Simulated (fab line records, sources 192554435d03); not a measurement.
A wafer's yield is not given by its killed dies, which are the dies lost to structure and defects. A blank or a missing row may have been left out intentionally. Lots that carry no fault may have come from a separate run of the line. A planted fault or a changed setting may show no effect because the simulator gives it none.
Chamber matching + flow n5-finfet + rie-diel-01 running N5_FIN_SAQP_ETCH_67: 4 sister chambers
The step etches SiNx in CH3F/O2, target depth 30 nm. 4 wafers are shown with their chamber, then 11 later ones without.

WAFERS PAIRED WITH THEIR CHAMBERS
| wafer  | chamber | showerhead-plenum-p-Torr (Torr) |
|--------|---------|---------------------------------|
| L089.6 | 2       | 2.05                            |
| L090.1 | 0       | 2.08                            |
| L090.4 | 3       | 1.98                            |
| L091.1 | 1       | 1.93                            |

WAFERS WITH NO CHAMBER GIVEN
| wafer  | showerhead-plenum-p-Torr (Torr) |
|--------|---------------------------------|
| L091.3 | 2.05                            |
| L091.4 | 1.98                            |
| L093.1 | 1.93                            |
| L093.4 | 2.05                            |
| L093.5 | 1.98                            |
| L094.2 | 2.05                            |
| L094.5 | 2.05                            |
| L094.6 | 1.93                            |
| L095.1 | 2.08                            |
| L095.3 | 2.04                            |
| L095.4 | 1.93                            |

CHAMBER TAKEN BY EACH
| wafer  | from the rows above | in truth |
|--------|---------------------|----------|
| L091.3 | 2                   | 2        |
| L091.4 | 3                   | 3        |
| L093.1 | 1                   | 1        |
| L093.4 | 2                   | 2        |
| L093.5 | 3                   | 3        |
| L094.2 | 2                   | 2        |
| L094.5 | 2                   | 2        |
| L094.6 | 1                   | 1        |
| L095.1 | 0                   | 0        |
| L095.3 | 2                   | 2        |
| L095.4 | 1                   | 1        |
Correct placement for 11 of the 11. Number that these rows cannot place: 0. Number placed wrongly: 0.
How it was worked out, from the rows above alone: a wafer's distance from a chamber is the root of the sum, over the readings, of the square of ((its reading less the chamber's mean) divided by the reading's scatter). The wafer belongs to the nearest chamber; if the next one is less than 2 further off, it can't be placed. Each chamber's mean is taken over the wafers shown for it. The scatter: root of mean squared gap, hidden wafer to nearest shown wafer, with one shown wafer a chamber.
